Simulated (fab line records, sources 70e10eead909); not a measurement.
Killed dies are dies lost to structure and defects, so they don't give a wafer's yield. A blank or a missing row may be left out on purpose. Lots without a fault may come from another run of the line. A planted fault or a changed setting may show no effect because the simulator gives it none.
Chamber matching | flow nand_harc | NHARC_A_CONTACT_DEP_24 on pecvd-01: 3 sister chambers
The step deposits SiO2, target thk 500 nm. 6 wafers are shown with their chamber, then 10 later ones without.

WAFERS WITH THEIR CHAMBER
wafer  | chamber | heater_power_w (W) | throttle_valve_pct (%)
L365.4 | 2       | 554                | 16.3
L365.6 | 1       | 571                | 16.4
L366.5 | 0       | 526                | 16.1
L366.6 | 1       | 561                | 16.3
L367.1 | 2       | 573                | 16.4
L367.5 | 0       | 526                | 16.5

WAFERS WITHOUT THEIR CHAMBER
wafer  | heater_power_w (W) | throttle_valve_pct (%)
L367.6 | 565                | 16.1
L370.1 | 511                | 16.5
L370.2 | 526                | 16.4
L370.3 | 406                | 16.6
L369.2 | 576                | 16.3
L369.3 | 460                | 16.4
L369.5 | 428                | 16.4
L381.1 | 595                | 16.6
L381.3 | 429                | 16.2
L381.6 | 628                | 16.6

WHICH CHAMBER EACH WENT THROUGH
wafer  | from the rows above     | in truth
L367.6 | can't be placed: 1 or 2 | 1
L370.1 | 0                       | 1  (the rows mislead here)
L370.2 | 0                       | 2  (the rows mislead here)
L370.3 | 0                       | 0
L369.2 | can't be placed: 1 or 2 | 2
L369.3 | 0                       | 0
L369.5 | 0                       | 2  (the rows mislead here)
L381.1 | can't be placed: 1 or 2 | 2
L381.3 | 0                       | 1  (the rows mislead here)
L381.6 | can't be placed: 1 or 2 | 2
Placed correctly: 2 of 10. Can't be placed from these rows: 4 (the true chamber is among the candidates in 4). Placed wrongly: 4.
How it was worked out, from the rows above alone: a wafer's distance from a chamber is the root of the sum, over the readings, of the square of ((its reading less the chamber's mean) divided by the reading's scatter). The wafer belongs to the nearest chamber; if the next one is less than 2 further off, it can't be placed. A chamber's mean is the mean of its shown wafers. The scatter: the root of (the sum of the squares of (reading less its chamber's mean) over the shown wafers, divided by (wafers less chambers)).
